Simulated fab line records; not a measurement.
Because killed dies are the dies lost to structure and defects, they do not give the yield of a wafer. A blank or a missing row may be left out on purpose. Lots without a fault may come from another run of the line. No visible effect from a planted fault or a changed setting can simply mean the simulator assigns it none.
A lot that was struck, set against a sound lot | flow nandHarc | 14 out of 1302 route steps
Sound: the wafers L646.3, L646.4, L646.5. Wafers L642.4, L642.5, L642.6 were the ones struck. The cause is given at the end.
At each step with rows: each side's tool, then ch and its chambers, then its first start. Under that, the readings that differ: sound wafers | struck wafers | difference of the means | sigmas: that difference in standard deviations of wafers without a fault.
alike: words and numbers the same on both sides, and readings whose means are apart by under 2 such deviations; not compared: readings that were withheld, readings missing a value for some wafer, numbers with overlapping values and no deviation given by the record, and bounds like >300 which may hide the same value.
The two part at a step that has a row with sigmas, a row that says differs or no value, or rows on one side only. Numbers that don't overlap but have no deviation are shown without sigmas and don't part them. Lack of a reading on every wafer of one side parts them only where that side has two or more wafers.

first, 4 steps without rows for these wafers: NHARC_A_STAIRCASE_EXPOSE_247 (exposes mask SDS 1); NHARC_A_STAIRCASE_PEB_248 (peb time 130 s); NHARC_A_STAIRCASE_DEVELOP_249 (time 140 s); NHARC_A_STAIRCASE_HARDBAKE_251 (time 140 s).
NHARC_A_STAIRCASE_DESCUM_252: chemistry O2, time 3 s.
  sound on rieDiel-01 ch 1,2,3, day 19 18:10; struck on rieDiel-04 ch 0,1,2, day 18 04:56
reading                  | sound       | struck      | difference | sigmas
drypumpMotorCurrentA (A) | 5.9 5.9 6.8 | 5.4 5.7 5.0 | -0.8       | -2
  alike: oesProductAu, rfVppV, showerheadPlenumPTorr, throttleValvePct
  not compared: rfHoursCounterH
NHARC_A_STAIRCASE_ETCH_253: etches the open film in C4F8/O2, target depth 50 nm, time 20.2 s.
  sound on rieDiel-01 ch 2,3, day 19 18:14; struck on rieDiel-04 ch 1,2, day 18 05:01
reading    | sound       | struck      | difference | sigmas
rfVppV (V) | 908 899 907 | 889 887 887 | -17        | -2
  alike: oesProductAu
  not compared: rfHoursCounterH
NHARC_A_STAIRCASE_STRIP_254: strips in O2.
  sound on plasmaAsher-02 ch 0,1, day 19 18:25; struck on plasmaAsher-02 ch 0,1, day 18 05:14
  alike: drypumpMotorCurrentA, heaterPowerW
  not compared: rfHoursCounterH, rfReflPowerW
then, 3 steps without rows for these wafers: NHARC_A_STAIRCASE_STRIP_255 (strips in SPM, time 900 s); NHARC_A_STAIRCASE_PRECLEAN_256 (cleans in SC1); NHARC_A_STAIRCASE_SRD_257.
NHARC_A_STAIRCASE_HM_DEP_456: deposits aC, target thk 3100 nm.
  sound on aclDep-01 ch 0, day 19 19:45; struck on aclDep-02 ch 0, day 18 07:53
reading            | sound                | struck | difference                    | sigmas
susceptorTempC (C) | 399.92 399.97 399.91 | - - -  | no value on the struck wafers | 
  alike: throttleValvePct
NHARC_A_STAIRCASE_DEP_259: deposits SiON, target thk 30 nm.
  sound on pecvd-03 ch 0,2, day 19 21:01; struck on pecvd-01 ch 0,1,2, day 18 08:54
  no value came back on the struck wafers for chamberPressureTorr (Torr), heaterPowerOuterW (W), heaterPowerW (W), showerheadVppV (V); on the sound wafers chamberPressureTorr (Torr) reads 3.499 3.486 3.499
then, 1 step without rows for these wafers: NHARC_A_STAIRCASE_DEHYDRATE_260 (time 120 s).
-- record jumps: 8 days between struck wafers' starts before vs after; left off in module A_STAIRCASE, resumes in module END, first step shown is number 1302 of the route --
NHARC_END_SORT_01:
  sound on prober-02 ch 0, day 27 18:13; struck on prober-01 ch 0, day 26 18:35
reading           | sound    | struck      | difference | sigmas
killedAtArray     | 27 26 23 | 672 676 669 | +647       | +28
killedAtPeriphery | 11 10 10 | 2 0 6       | -8         | -3
killedDies        | 39 37 33 | 677 677 677 | +641       | +29
  alike: killedAtOther, killedOpen, killedShort

## WHERE THEY PART
First at NHARC_A_STAIRCASE_DESCUM_252; last, within this record, at NHARC_END_SORT_01.

WHY: the cause the simulator had injected
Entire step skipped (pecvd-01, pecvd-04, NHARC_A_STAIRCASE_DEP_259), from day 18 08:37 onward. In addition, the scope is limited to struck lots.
